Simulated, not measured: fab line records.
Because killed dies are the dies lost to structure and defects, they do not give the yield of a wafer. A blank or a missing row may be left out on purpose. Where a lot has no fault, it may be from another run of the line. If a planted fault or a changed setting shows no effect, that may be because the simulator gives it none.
A lot that was struck, set against a sound lot	flow n5Finfet	15 out of 1938 route steps
Sound: wafers L463.1, L463.2, L463.3. Wafers L461.1, L461.4, L461.5 were the ones struck. The cause is named last.
For every step that has rows: the tool of each side, followed by ch and its chambers, followed by its first start. Under that, the readings that differ: sound wafers	struck wafers	difference of the means	sigmas: that difference in standard deviations of wafers without a fault.
alike: readings with means less than 2 such deviations apart, plus words and numbers identical on both sides. not compared: withheld readings, readings lacking a value on some wafer, bounds such as >300 that could conceal the same value, and numbers that have no deviation in the record and whose values overlap.
Wherever a step has rows on one side only, a row that says differs or no value, or a row with sigmas, the two part there. Numbers that have no deviation but don't overlap get no sigmas and don't part them. A reading that every wafer of one side lacks parts them only if that side has two wafers or more.

first, 4 steps without rows for these wafers: N5_HKMG_FIN_SOFTBAKE_44 (time 60 s); N5_HKMG_FIN_EXPOSE_46 (exposes mask NDIPOLE); N5_HKMG_FIN_PEB_47 (peb time 60 s); N5_HKMG_FIN_DEVELOP_48 (develop time 30 s).
N5_HKMG_FIN_CD_MEAS_49: the cd target is 202 nm.
  sound on cdSem-01 ch 0, day 9 13:22; struck on cdSem-03 ch 0, day 9 03:06
  alike: cdNm
N5_HKMG_FIN_OVL_MEAS_50:
  sound on overlay-01 ch 0, day 9 13:23; struck on overlay-01 ch 0, day 9 03:08
  alike: NDIPOLE_OVL
N5_HKMG_FIN_INSPECT_61: inspects for defects (macro).
  sound: defectInspect-02 at day 9 13:25; struck: defectInspect-02 at day 9 03:10
  alike: rawDefectCount
N5_HKMG_FIN_DESCUM_53: chemistry O2, time 7.9 s.
  sound on rieDiel-02 ch 0,2,3, day 9 13:27; struck on rieDiel-04 ch 0,1, day 9 03:11
reading	sound	struck	difference	sigmas
oesProductAu (a.u.)	0.70 0.68 0.71	0.86 0.96 0.87	+0.20	+3
showerheadPlenumPTorr (Torr)	2.05 2.04 2.01	2.20 2.13 2.21	+0.15	+2
  alike: drypumpMotorCurrentA, rfVppV, throttleValvePct
  not compared: rfHoursCounterH
N5_HKMG_FIN_ETCH_54: etches SiARC in CF4, target depth 45.5 nm, time 75.8 s.
  sound on rieDiel-02 ch 0,2,3, day 9 13:29; struck on rieDiel-04 ch 0,1, day 9 03:13
reading	sound	struck	difference	sigmas
oesProductAu (a.u.)	0.60 0.56 0.61	0.73 0.80 0.73	+0.16	+3
  alike: biasW, drypumpMotorCurrentA, etchRfOnTimeS, rfVppV, showerheadPlenumPTorr, throttleValvePct
  not compared: rfHoursCounterH
N5_HKMG_FIN_ETCH_55: etches SOC in N2/H2, target depth 240 nm, time 300 s.
  sound on rieDiel-02 ch 0,2,3, day 9 13:32; struck on rieDiel-04 ch 0,1, day 9 03:17
reading	sound	struck	difference	sigmas
oesProductAu (a.u.)	0.69 0.66 0.71	0.83 0.93 0.85	+0.18	+2
rfVppV (V)	522.2 522.1 521.3	528.0 526.6 528.1	+5.7	+2
showerheadPlenumPTorr (Torr)	2.48 2.49 2.41	2.71 2.60 2.71	+0.21	+2
  alike: biasW, drypumpMotorCurrentA, n2FlowSccm, throttleValvePct
  not compared: rfHoursCounterH
then, 1 step without rows for these wafers: N5_HKMG_FIN_STRIP_56 (strips in N2/H2).
N5_HKMG_FIN_STRIP_57: strips in CF4.
  sound on rieDiel-02 ch 0,2,3, day 9 13:44; struck on rieDiel-04 ch 0,1, day 9 03:28
reading	sound	struck	difference	sigmas
oesProductAu (a.u.)	0.69 0.67 0.72	0.87 0.93 0.86	+0.19	+3
throttleValvePct (%)	13.81 14.06 13.56	13.54 13.16 13.55	-0.39	-2
  alike: drypumpMotorCurrentA, rfVppV, showerheadPlenumPTorr
  not compared: rfHoursCounterH
N5_HKMG_FIN_ETCH_58: etches SOC in N2/H2, target depth 215.8 nm, time 741 s.
  sound on rieDiel-02 ch 0,2,3, day 9 13:45; struck on rieDiel-04 ch 0,1, day 9 03:29
reading	sound	struck	difference	sigmas
biasW (W)	13.01 12.96 13.02	14.69 14.63 14.66	+1.66	+44
oesProductAu (a.u.)	0.70 0.66 0.71	0.87 0.97 0.88	+0.22	+3
rfVppV (V)	100.2 98.9 99.3	108.0 107.7 109.5	+8.9	+9
showerheadPlenumPTorr (Torr)	2.48 2.49 2.41	2.71 2.60 2.71	+0.21	+2
model.etch.depthNm (nm)	216.7 207.4 211	217.8 225.7 220	+9.5	
model.HKMG_FIN.featureDepthNm (nm)	216.8 207.4 211	217.8 225.8 220	+9.5	
model.SOC_of_HKMG_FIN_COAT_41.thkNm (nm)	84 93.2 89.6	82 75 80.6	-10	
  alike: drypumpMotorCurrentA, n2FlowSccm, throttleValvePct
  not compared: rfHoursCounterH
N5_HKMG_FIN_STRIP_93: strips SOC in N2/H2, time 20 s.
  sound on rieDiel-02 ch 0,2,3, day 9 14:11; struck on rieDiel-04 ch 0,1, day 9 03:55
reading	sound	struck	difference	sigmas
oesProductAu (a.u.)	0.69 0.66 0.71	0.85 0.94 0.85	+0.19	+3
showerheadPlenumPTorr (Torr)	3.28 3.29 3.19	3.57 3.43 3.57	+0.27	+2
model.SOC_of_HKMG_FIN_COAT_41.thkNm (nm)	73.8 83.6 79.8	72.2 64.8 70.6	-9.9	
  alike: drypumpMotorCurrentA, n2FlowSccm, rfVppV, throttleValvePct
  not compared: rfHoursCounterH
then, 1 step without rows for these wafers: N5_HKMG_FIN_WET_ETCH_76 (etches Al2O3 in dNH4OH, stops on La2O3, target depth 2.25 nm, rinse time 30 s).

## WHERE THEY PART
Last at N5_HKMG_FIN_STRIP_93 as far as this record goes, first at N5_HKMG_FIN_DESCUM_53.

WHY: what the simulator had put in
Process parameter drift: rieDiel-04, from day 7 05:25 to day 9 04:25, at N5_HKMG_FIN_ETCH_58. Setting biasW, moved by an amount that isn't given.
